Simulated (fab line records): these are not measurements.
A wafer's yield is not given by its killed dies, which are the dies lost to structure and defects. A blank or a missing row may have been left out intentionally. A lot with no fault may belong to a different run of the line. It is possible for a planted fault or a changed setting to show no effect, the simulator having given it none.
fab line records | flow nandHarc
record lots=13 wafers=37 lastDay=25
route steps=1159 shown P_M2@340 P_BONDPAD@352
lots with no fault: from the same line, run without faults
startH: start of the lot's first displayed wafer, in hours after the record's first day | waitH: hours since the lot's step before | " same as the row above | L1.1+2: several wafers, shown together as one row | - no value, or no start given | * or withheld: withheld | < > ~ a bound
route shown NAME@n: NAME is a module with steps in the file, n the number in the route of the first one | usual: mean and standard deviation over wafers with no fault | same: alike in all rows | chamber/n: place in a boat | sites: each site's reading | _std_site: standard deviation of those values | _edge_site: inner sites' mean taken away from outer sites' mean | radiusMm: how far each site lies from the wafer's centre | mask NAME#n: copy n | behind: tool/chamber where the wafer was last shaped | hold: reason for holding the lot/hours on hold/outcome of the hold | device: which transistor (n, p or np) failed to switch | end of line: the route-end tests of the same wafers | where a step has no rows: the recipe by itself | killed: count of dies lost to structure and defects at first sort (not the wafer's yield) | map: a wafer's dies, x killed, . not, _ none there
set.NAME: the setting as run; set.NAME@STEP: as run at that earlier step | model.NAME: the simulator's own value behind a step, which no gauge read
steps of the route over a sample of lots; a table a step, a row a wafer
services: from which hour (startH, from the record's first day; less than 0 if before it) a tool's chamber was out of use, for how many hours, and why
## steps
# step NHARC_P_M2_PVD_20
# recipe targetThkA=50 biasV=168.6 powerW=15000 chamberPressurePa=0.12 timeS=8.06 substrateTempC=50 material=TaN
# usual throttleValvePct=30.3/0.9
# columns lot.wafer tool chamber startH waitH throttleValvePct
L312.3 pvdSputter-03 - - - 30.7
L312.4 " - " " 29.7
L312.5 " - " " 30.2
L314.2 pvdSputter-01 - - - 29.2
L314.3 " - " " 31.2
L314.6 " - " " 32.0
L313.4 pvdSputter-03 - - - 30.5
L313.2 " - " " 29.7
L313.5 " - " " 30.5
L315.1 pvdSputter-01 - - - 31.8
L315.4 " - " " 31.1
L315.5 " - " " 31.9
L317.4 pvdSputter-01 - - - 29.2
L317.1 " - " " 30.9
L317.5 " - " " 29.8
L318.2 pvdSputter-03 - - - 29.5
L318.5 " - " " 29.8
L318.6 " - " " 30.5
L319.2 pvdSputter-02 - - - 30.7
L319.4 " - " " 31.0
L319.6 " - " " 29.7
L325.2 pvdSputter-01 - - - 31.0
L325.4 " - " " 31.5
L325.5 " - " " 30.8
L323.1 pvdSputter-01 - - - 30.9
L323.5 " - " " 31.0
L327.6 pvdSputter-03 - - - 30.6
L327.5 " - " " 30.4
L332.3 pvdSputter-02 - - - 28.0
L332.1 " - " " 28.8
L332.6 " - " " 31.0
L335.1 pvdSputter-02 - - - 30.9
L335.2 " - " " 28.3
L335.6 " - " " 30.7
L333.1 pvdSputter-01 - - - 29.6
L333.3 " - " " 31.1
L333.5 " - " " 31.4
# step NHARC_P_M2_ECD_22
# recipe targetThkA=4000 bathTempC=25 material=Cu
# columns lot.wafer tool chamber startH waitH
L312.4+3+5 ecdCu-01 1,0,0 131.65 -
L314.2+3+6 ecdCu-02 0,1,0 137.84 -
L313.2+4+5 ecdCu-02 1,0,1 138.44 -
L315.1+4+5 ecdCu-01 1,0,0 142.56 -
L317.1+4+5 ecdCu-02 1,0,1 147.31 -
L318.2+6+5 ecdCu-01 1,1,0 162.57 -
L319.2+4+6 ecdCu-02 0,1,1 172.00 -
L325.2+4+5 ecdCu-02 0 200.40 -
L323.1+5 ecdCu-01 0 213.90 -
L327.6+5 ecdCu-01 0,1 221.29 -
L332.1+3+6 ecdCu-02 0,1,1 247.58 -
L335.1+2+6 ecdCu-02 1,0,1 261.25 -
L333.1+3+5 ecdCu-02 1 261.90 -
# step NHARC_P_M2_CMP_23
# recipe tOverpolishS=20 targetThkNm=144.3
# usual motorCurrentA=12.1/1.1 timeToEndpointS=29.7/2.2
# columns lot.wafer tool chamber startH waitH motorCurrentA timeToEndpointS
L312.4 cmp-03 2 132.28 - 11.9 32.4
L312.3 " 3 " " 13.4 30.9
L312.5 " 3 " " 13.6 32.0
L314.3 cmp-01 0 138.51 - 11.4 32.0
L314.2 " 1 " " 9.6 29.8
L314.6 " 0 " " 11.5 29.9
L313.2 cmp-01 2 139.16 - 12.0 27.4
L313.4 " 3 " " 12.0 27.3
L313.5 " 1 " " 9.8 28.7
L315.4 cmp-01 0 143.33 - 10.5 27.6
L315.1 " 2 " " 12.5 24.9
L315.5 " 1 " " 10.3 26.9
L317.1 cmp-01 3 148.04 - 12.9 27.6
L317.4 " 0 " " 11.4 28.3
L317.5 " 1 " " 9.7 28.4
L318.2 cmp-03 3 163.29 - 13.3 29.3
L318.6 " 3 " " 13.2 31.2
L318.5 " 0 " " 12.6 27.7
L319.2 cmp-03 2 172.72 - 12.7 27.9
L319.4 " 1 " " 11.4 27.9
L319.6 " 2 " " 11.4 27.2
L325.4 cmp-03 0 201.08 - 12.3 30.2
L325.2 " 1 " " 11.4 31.6
L325.5 " 0 " " 12.8 30.3
L323.1 cmp-02 3 214.62 - 11.6 14.9
L323.5 " 0 " " 12.6 31.0
L327.5 cmp-02 1 221.92 - 12.4 31.3
L327.6 " 2 " " 12.5 15.1
L332.1 cmp-02 3 248.28 - 10.7 29.5
L332.3 " 1 " " 13.1 28.8
L332.6 " 3 " " 11.3 29.9
L335.2 cmp-01 3 262.03 - 12.8 28.8
L335.1 " 0 " " 11.4 32.1
L335.6 " 2 " " 11.9 27.1
L333.3 cmp-01 1 262.68 - 10.0 28.9
L333.1 " 2 " " 12.4 27.6
L333.5 " 3 " " 12.2 30.8
# step NHARC_P_M2_INSPECT_27
# usual rawDefectCount=304/110
# columns lot.wafer tool chamber startH waitH rawDefectCount
L312.3 defectInspect-02 - 132.75 0.0 252
L312.4 " - " " 200
L312.5 " - " " 213
L314.2 defectInspect-01 - 138.99 0.0 336
L314.3 " - " " 256
L314.6 " - " " 302
L313.2 defectInspect-01 - 139.61 0.0 387
L313.4 " - " " 299
L313.5 " - " " 475
L315.1 defectInspect-02 - 143.80 0.0 314
L315.4 " - " " 289
L315.5 " - " " 369
L317.1 defectInspect-01 - 148.45 0.0 263
L317.4 " - " " 206
L317.5 " - " " 194
L318.2 defectInspect-02 - 163.77 0.0 218
L318.5 " - " " 221
L318.6 " - " " 290
L319.2 defectInspect-02 - 173.19 0.0 362
L319.4 " - " " 178
L319.6 " - " " 372
L325.2 defectInspect-01 - 201.57 0.1 267
L325.4 " - " " 272
L325.5 " - " " 200
L323.1 defectInspect-02 - 215.08 0.0 285
L323.5 " - " " 754
L327.5 defectInspect-01 - 222.29 0.0 566
L327.6 " - " " 227
L332.1 defectInspect-01 - 248.72 0.0 265
L332.3 " - " " 506
L332.6 " - " " 355
L335.1 defectInspect-01 - 262.44 0.0 247
L335.2 " - " " 220
L335.6 " - " " 161
L333.1 defectInspect-02 - 263.10 0.0 246
L333.3 " - " " 268
L333.5 " - " " 233
# step NHARC_P_BONDPAD_CMP_32
# recipe targetThkNm=200 material=SiCN
# usual motorCurrentA=11.9/1.2
# columns lot.wafer tool chamber startH waitH motorCurrentA
L312.4 cmp-02 0 133.72 - 13.8
L312.3 " 1 " " 12.4
L312.5 " 1 " " 12.8
L314.2 cmp-02 3 139.98 - 11.3
L314.3 " 0 " " 13.3
L314.6 " 2 " " 12.4
L313.2 cmp-01 2 140.58 - 11.8
L313.4 " 1 " " 9.3
L313.5 " 3 " " 12.6
L315.1 cmp-04 1 144.78 - 10.2
L315.4 " 3 " " 10.6
L315.5 " 0 " " 14.2
L317.1 cmp-01 0 149.42 - 11.8
L317.4 " 3 " " 12.0
L317.5 " 0 " " 11.8
L318.2 cmp-04 2 164.89 - 12.8
L318.6 " 2 " " 12.1
L318.5 " 3 " " 10.8
L319.4 cmp-01 3 174.33 0.3 12.5
L319.2 " 0 " " 11.7
L319.6 " 2 " " 12.4
L325.4 cmp-04 2 202.57 - 12.5
L325.2 " 0 " " 13.5
L325.5 " 1 " " 10.7
L323.1 cmp-01 0 216.08 - 11.3
L323.5 " 0 " " 11.8
L327.6 cmp-04 0 223.35 - 13.5
L327.5 " 1 " " 10.8
L332.1 cmp-04 0 249.73 - 14.1
L332.3 " 3 " " 10.6
L332.6 " 1 " " 10.4
L335.1 cmp-01 3 263.41 - 12.0
L335.2 " 0 " " 11.5
L335.6 " 3 " " 13.1
L333.3 cmp-04 3 264.12 - 10.9
L333.1 " 0 " " 14.6
L333.5 " 2 " " 12.3
## services
# columns tool chamber startH hours kind
pvdSputter-01 - 111.61 9.5 repair
ecdCu-02 - 124.81 3.2 repair
cmp-02 - 128.50 4.0 pm
cmp-04 - 133.41 0.9 repair
cmp-03 - 141.27 3.6 repair
cmp-02 - 149.42 4.2 repair
cmp-03 - 156.09 4.0 pm
pvdSputter-01 - 158.05 10.0 pm
cmp-02 - 158.80 1.5 repair
cmp-02 - 179.23 2.0 repair
cmp-01 - 179.50 4.0 pm
ecdCu-02 - 180.00 8.0 pm
cmp-01 - 183.50 - consumableReplace:conditioner
cmp-01 - 183.50 - consumableReplace:pad
cmp-04 - 204.64 1.0 repair
cmp-02 - 206.78 1.7 repair
cmp-03 - 210.48 0.8 repair
pvdSputter-02 - 214.02 10.0 pm
pvdSputter-01 - 219.63 4.7 repair
cmp-02 - 226.50 4.0 pm
pvdSputter-01 - 229.52 4.9 repair
ecdCu-02 - 240.38 1.0 repair
cmp-03 - 254.09 4.0 pm
pvdSputter-03 - 257.71 13.6 repair
## key
firstSign step=NHARC_P_M2_CMP_23 reading=timeToEndpointS direction=down sigmas=6.6 usual=* struck=*
effect none on later readings
metAt NHARC_P_M2_ECD_22
struckLots L323,L327
struckWafers L323.1,L327.6
notActingAt NHARC_P_M2_PVD_20,NHARC_P_M2_INSPECT_27,NHARC_P_BONDPAD_CMP_32
onsetBetween 162.57 213.90
fault kind=processParameterDrift tool=ecdCu-01 chamber=- onsetH=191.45 steps=NHARC_P_M2_ECD_22 channel=targetThkA offset=* shape=step endH=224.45 scope=struckWafersOnly actsIn=* stated=*
